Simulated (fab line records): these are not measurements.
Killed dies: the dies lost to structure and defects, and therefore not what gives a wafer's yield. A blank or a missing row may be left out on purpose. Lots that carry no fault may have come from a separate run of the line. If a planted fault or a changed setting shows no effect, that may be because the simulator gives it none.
Matching of chambers	flow n5Finfet	pecvd-02 running N5_BEOL_M3_DEP_57: 3 sister chambers
The step deposits SiCN from 3MS/NH3, target thk 8 nm, time 14 s. 18 wafers are shown with their chamber, then 9 later ones without.

## EACH WAFER AND ITS CHAMBER
wafer	chamber	showerheadVppV (V)	showerheadPlenumPTorr (Torr)	throttleValvePct (%)
L077.3	2	932	3.653	9.4
L077.5	1	929	3.654	9.2
L077.6	2	943	3.651	9.4
L079.1	0	872	3.682	9.5
L079.2	1	925	3.666	9.1
L079.6	0	874	3.672	9.3
L083.1	0	854	3.672	9.6
L083.4	0	885	3.678	9.5
L083.5	0	879	3.680	9.3
L084.2	0	867	3.674	9.4
L084.3	1	944	3.656	9.4
L084.6	0	879	3.673	9.2
L086.2	1	930	3.648	9.1
L086.3	0	874	3.672	9.1
L086.6	0	861	3.673	9.4
L087.3	2	951	3.652	8.3
L087.5	0	878	3.660	9.2
L087.6	1	924	3.662	9.3

SIGNATURES (means of the wafers above)
reading	chamber 0	chamber 1	chamber 2	scatter within a chamber
showerheadVppV	872.30	930.40	942.00	9.02
showerheadPlenumPTorr	3.67360	3.65720	3.65200	0.00591
throttleValvePct	9.350	9.220	9.033	0.271
Rule: distance of a wafer from a chamber = root of the sum over the readings of ((wafer's reading minus chamber's mean) / reading's scatter) squared. If the next closest chamber is less than 2 further off than the closest, the wafer can't be placed; otherwise it belongs to the closest. The scatter: the root of (the sum of the squares of (reading less its chamber's mean) over the shown wafers, divided by (wafers less chambers)).

## WAFERS WITHOUT THEIR CHAMBER
wafer	showerheadVppV (V)	showerheadPlenumPTorr (Torr)	throttleValvePct (%)
L093.2	895	3.668	9.3
L093.3	935	3.645	8.4
L093.4	946	3.656	8.4
L092.1	878	3.678	9.4
L092.2	923	3.654	9.3
L092.4	931	3.658	8.9
L094.3	889	3.675	9.7
L094.4	939	3.648	8.4
L094.6	870	3.670	9.4

## WHICH CHAMBER EACH ONE RAN IN
wafer	from the rows above	in truth
L093.2	can't be placed: 0 or 1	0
L093.3	can't be placed: 2 or 1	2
L093.4	can't be placed: 2 or 1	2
L092.1	0	0
L092.2	can't be placed: 1 or 2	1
L092.4	can't be placed: 1 or 2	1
L094.3	0	0
L094.4	can't be placed: 2 or 1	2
L094.6	0	0
Placed correctly: 3 of 9. Can't be placed from these rows: 6 (the true chamber is among the candidates in 6). Number placed wrongly: 0.
